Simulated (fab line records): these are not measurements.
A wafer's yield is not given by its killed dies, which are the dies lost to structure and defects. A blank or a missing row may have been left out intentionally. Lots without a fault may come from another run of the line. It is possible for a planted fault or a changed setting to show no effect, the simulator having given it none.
Comparing a struck lot with a sound one -- flow n5-finfet -- 42 out of 1938 route steps
Sound: the wafers L203.3, L203.5, L203.6. Struck: wafer L208.2 (L208.5, L208.6, from the same lot, were not struck and are left out); the cause is given at the end.
Each step with rows lists, per side, the tool, then ch with its chambers, then its first start. Under that, the readings that differ: sound wafers -- struck wafers -- difference of the means -- sigmas: that difference in standard deviations of wafers without a fault.
alike: readings whose means differ by less than 2 such deviations, and words and numbers that are the same on both sides. not compared: withheld readings, readings that some wafer has no value for, bounds like >300 that may hide the same value, and numbers for which the record gives no deviation and whose values overlap.
A row with sigmas, a row that says differs or no value, or rows on one side alone: a step with any of these is where the two part. Numbers that don't overlap but have no deviation are shown without sigmas and don't part them. Lack of a reading on every wafer of one side parts them only where that side has two or more wafers.

first, 11 steps without rows for these wafers: N5_BEOL_M0_SAQP_STRIP_113 (strips in CHF3/O2); N5_BEOL_M0_SAQP_MANDREL_ETCH_20 (etches a-Si in HBr/Cl2, stops on SiNx, target depth 60 nm, bt time 10 s, time 30 s); N5_BEOL_M0_SAQP_STRIP_86 (strips in N2/H2); N5_BEOL_M0_SAQP_STRIP_115 (strips in post etch residue remover, time 60 s); N5_BEOL_M0_SAQP_SRD_93 (time 30 s); N5_BEOL_M0_SAQP_RECESS_114 (chemistry HF/NH3, target SiO2, target depth 14.4 nm, afs cycles 3, sublimation time 60 s); N5_BEOL_M0_SAQP_SPACER1_ALD_98 (deposits SiO2, target thk 12.8 nm, pulse time 1 s, purge time 2 s); N5_BEOL_M0_SAQP_SPACER1_ETCHBACK_99 (etches SiO2 in CHF3/O2, target depth 15.4 nm, time 7.7 s); N5_BEOL_M0_SAQP_MANDREL1_REMOVE_100 (chemistry HBr/Cl2/O2, target a-Si, stops on SiNx, bt time 10 s); N5_BEOL_M0_SAQP_ETCH_101 (etches SiNx in CH3F/O2, target depth 29.9 nm, time 42.7 s); N5_BEOL_M0_SAQP_ETCH_102 (etches SiO2 in CF4, target depth 4 nm, time 4.4 s).
N5_BEOL_M0_SAQP_MANDREL_ETCH_103: etches a-Si in HBr/Cl2, stops on SiCN, target depth 45 nm, bt time 10 s, time 27 s.
  sound on rie-si-05 ch 0,2,3, day 8 19:11; struck on rie-si-05 ch 3, day 9 22:20
reading,sound,struck,difference,sigmas
oes-product-au (a.u.),0.700 0.676 0.686,0.665,-0.022,-2
model.SiCN_of_BEOL_M0_SAQP_PECVD_03.thk-nm (nm),8.6 8.8 8.6,10.2,+1.5,
  alike: drypump-motor-current-A, he-backside-leak-sccm, throttle-valve-pct
  not compared: rf-hours-counter-h
then, 5 steps without rows for these wafers: N5_BEOL_M0_SAQP_RECESS_104 (chemistry HF/NH3, target SiO2, target depth 18 nm, afs cycles 3, sublimation time 60 s); N5_BEOL_M0_SAQP_COAT_105 (time 60 s, resist thk 100 nm); N5_BEOL_M0_SAQP_ETCH_106 (etches SOC in N2/H2, stops on SiNx, target depth 150 nm); N5_BEOL_M0_SAQP_ETCH_107 (etches SiNx in CH3F/O2, target depth 30 nm); N5_BEOL_M0_SAQP_STRIP_108 (strips in N2/H2).
N5_BEOL_M0_SAQP_RECESS_109: chemistry HF/NH3, target SiO2, target depth 3 nm, afs cycles 1, sublimation time 60 s.
  sound on vapor-etch-02 ch 0,1, day 8 19:55; struck on vapor-etch-02 ch 0, day 10 00:34
reading,sound,struck,difference,sigmas
model.SiCN_of_BEOL_M0_SAQP_PECVD_03.thk-nm (nm),8.2 8.4 8.4,9.8,+1.5,
  alike: drypump-motor-current-A
then, 19 steps without rows for these wafers: N5_BEOL_M0_SAQP_SPACER2_ALD_26 (deposits SiO2, target thk 15 nm, pulse time 1 s, purge time 2 s); N5_BEOL_M0_SAQP_SPACER2_ETCHBACK_27 (etches SiO2 in CHF3/O2, target depth 22.5 nm, time 11.25 s); N5_BEOL_M0_SAQP_MANDREL2_REMOVE_110 (chemistry HBr/Cl2/O2, target a-Si, stops on SiCN, bt time 10 s); N5_BEOL_M0_SAQP_COAT_69 (time 60 s, resist thk 90 nm); N5_BEOL_M0_SAQP_COAT_72 (time 60 s, resist thk 15 nm); N5_BEOL_M0_SAQP_COAT_87 (time 60 s, resist thk 5 nm); N5_BEOL_M0_SAQP_COAT_34 (resist thk 30 nm); N5_BEOL_M0_SAQP_EBR_36; N5_BEOL_M0_SAQP_SOFTBAKE_35 (time 60 s); N5_BEOL_M0_SAQP_EXPOSE_37 (exposes mask M0 CUT1, target cd 30 nm); N5_BEOL_M0_SAQP_PEB_38 (peb time 60 s); N5_BEOL_M0_SAQP_DEVELOP_39 (develop time 30 s); N5_BEOL_M0_SAQP_DESCUM_45 (chemistry O2, time 7 s); N5_BEOL_M0_SAQP_ETCH_88 (etches underlayer in N2/H2, target depth 6.5 nm, time 5.2 s); N5_BEOL_M0_SAQP_ETCH_73 (etches SiARC in CF4, target depth 19.5 nm, time 32.5 s); N5_BEOL_M0_SAQP_CUT_ETCH_46 (etches SOC in N2/H2, target depth 135 nm, overetch 27 nm, time 202.5 s); N5_BEOL_M0_SAQP_STRIP_74 (strips in N2/H2); N5_BEOL_M0_SAQP_STRIP_89 (strips in N2/H2); N5_BEOL_M0_SAQP_ALD_48 (deposits SiO2, target thk 20 nm, pulse time 1 s, co reactant pulse time 1 s).
N5_BEOL_M0_ETCH_138: etches SiCN in CH3F/O2, target depth 12 nm, time 31.6 s.
  sound on rie-diel-05 ch 0,1,3, day 8 23:46; struck on rie-diel-05 ch 3, day 10 04:44
reading,sound,struck,difference,sigmas
etch-rf-on-time-s (s),28.2 28.6 28.3,33.6,+5.2,+6
model.etch.depth-nm (nm),8.168 8.42 8.304,9.773,+1.476,
  alike: drypump-motor-current-A, oes-product-au, rf-vpp-V, showerhead-plenum-p-Torr, throttle-valve-pct
  not compared: rf-hours-counter-h
N5_BEOL_M0_HM_OPEN_105: chemistry Cl2/BCl3, target TiN, target depth 12 nm.
  sound on rie-metal-02 ch 0,1, day 9 00:13; struck on rie-metal-02 ch 0, day 10 04:52
reading,sound,struck,difference,sigmas
he-backside-leak-sccm (sccm),7.0 3.8 3.5,3.3,-1.5,-3
rf-hours-counter-h (h),- - -,13,no value on the sound wafers,
model.SiO2_of_BEOL_M0_SAQP_SPACER2_ALD_26.thk-nm (nm),3 2.8 3,2.4,-0.5,
  alike: drypump-motor-current-A, oes-product-au, throttle-valve-pct
N5_BEOL_M0_ETCH_128: etches SiCN in CF4/N2, target depth 12 nm, overetch 5.1 nm, time 21.4 s.
  sound on rie-diel-05 ch 0,1,3, day 9 00:44; struck on rie-diel-02 ch 1, day 10 06:52
reading,sound,struck,difference,sigmas
model.etch.depth-nm (nm),8.168 8.42 8.304,9.773,+1.476,
  alike: drypump-motor-current-A, oes-product-au, rf-vpp-V, showerhead-plenum-p-Torr, throttle-valve-pct
  not compared: rf-hours-counter-h
-- the record jumps here: 2 days lie between the struck wafers' starts before and after (it left off in module BEOL_M0 and takes up again in module BEOL_M4, whose first step shown is number 1111 of the route) --
N5_BEOL_M4_RC_MEAS_101:
  sound on prober-01 ch 0, day 11 01:11; struck on prober-02 ch 0, day 12 07:05
  alike: DIBL_N, DIBL_P, IOFF_N, IOFF_P, ION_N, ION_P, SS_N, SS_P, VT_N, VT_P
-- here the record skips 4 days between the struck wafers' starts before and after, leaving off in module BEOL_M4 and picking up in module PASSIVATION (first step shown: number 1936 of the route) --
N5_PASSIVATION_PROBE_49:
  sound on prober-02 at day 16 01:24; struck on prober-01 at day 16 14:29
reading,sound,struck,difference,sigmas
killed_at_M4_up,13 7 4,21,+13,+2
  alike: defect-limited-yield, killed_at_M0_to_M3, killed-at-contacts, killed-at-front-end, killed-at-other, killed-dies, killed-open, killed-short, sort_bin_5_function, sort_bin_6_memory, sort_bin_8_speed, sort-n-pass, sort-yield-pct

WHERE THEY PART
Last at N5_PASSIVATION_PROBE_49 as far as this record goes, first at N5_BEOL_M0_SAQP_MANDREL_ETCH_103.

WHY: what the simulator had put in
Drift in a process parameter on rie-si-05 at N5_BEOL_M0_SAQP_MANDREL_ETCH_103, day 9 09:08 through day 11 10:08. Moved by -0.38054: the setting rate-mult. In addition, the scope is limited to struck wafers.
